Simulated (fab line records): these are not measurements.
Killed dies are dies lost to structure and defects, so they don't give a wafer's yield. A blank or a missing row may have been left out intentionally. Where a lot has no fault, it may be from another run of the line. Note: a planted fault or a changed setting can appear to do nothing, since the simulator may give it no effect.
Matching of chambers || flow n5 finfet || 4 sister chambers for N5_DUMMY_GATE_DESCUM_20 on rie diel-01
The step chemistry O2, time 6.2 s. 4 wafers are shown with their chamber, then 7 later ones without.

## WAFERS PAIRED WITH THEIR CHAMBERS
{"wafer": "L076.4", "chamber": 2, "showerhead plenum p Torr (Torr)": 2.21}
{"wafer": "L088.3", "chamber": 1, "showerhead plenum p Torr (Torr)": 2.12}
{"wafer": "L091.3", "chamber": 3, "showerhead plenum p Torr (Torr)": 2.10}
{"wafer": "L091.4", "chamber": 0, "showerhead plenum p Torr (Torr)": 2.08}

## WAFERS WITHOUT THEIR CHAMBER
{"wafer": "L091.6", "showerhead plenum p Torr (Torr)": 2.10}
{"wafer": "L096.2", "showerhead plenum p Torr (Torr)": 2.20}
{"wafer": "L096.3", "showerhead plenum p Torr (Torr)": 2.07}
{"wafer": "L096.5", "showerhead plenum p Torr (Torr)": 2.09}
{"wafer": "L097.2", "showerhead plenum p Torr (Torr)": 2.07}
{"wafer": "L097.4", "showerhead plenum p Torr (Torr)": 2.09}
{"wafer": "L097.5", "showerhead plenum p Torr (Torr)": 2.20}

## WHICH CHAMBER EACH ONE RAN IN
{"wafer": "L091.6", "from the rows above": 3, "in truth": 3}
{"wafer": "L096.2", "from the rows above": 2, "in truth": 2}
{"wafer": "L096.3", "from the rows above": 0, "in truth": 0}
{"wafer": "L096.5", "from the rows above": "can't be placed: 0 or 3", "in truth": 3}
{"wafer": "L097.2", "from the rows above": 0, "in truth": 0}
{"wafer": "L097.4", "from the rows above": "can't be placed: 0 or 3", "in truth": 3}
{"wafer": "L097.5", "from the rows above": 2, "in truth": 2}
Correct placement for 5 of the 7. Can't be placed from these rows: 2 (the true chamber is among the candidates in 2). 0 placed wrongly.
How it was worked out, from the rows above alone: a wafer's distance from a chamber is the root of the sum, over the readings, of the square of ((its reading less the chamber's mean) divided by the reading's scatter). If the next closest chamber is less than 2 further off than the closest, the wafer can't be placed; otherwise it belongs to the closest. For every chamber, the mean is computed from those of its wafers that are shown. The scatter: with one shown wafer a chamber, the root of the mean of the squares of how far each hidden wafer lies from its nearest shown one.
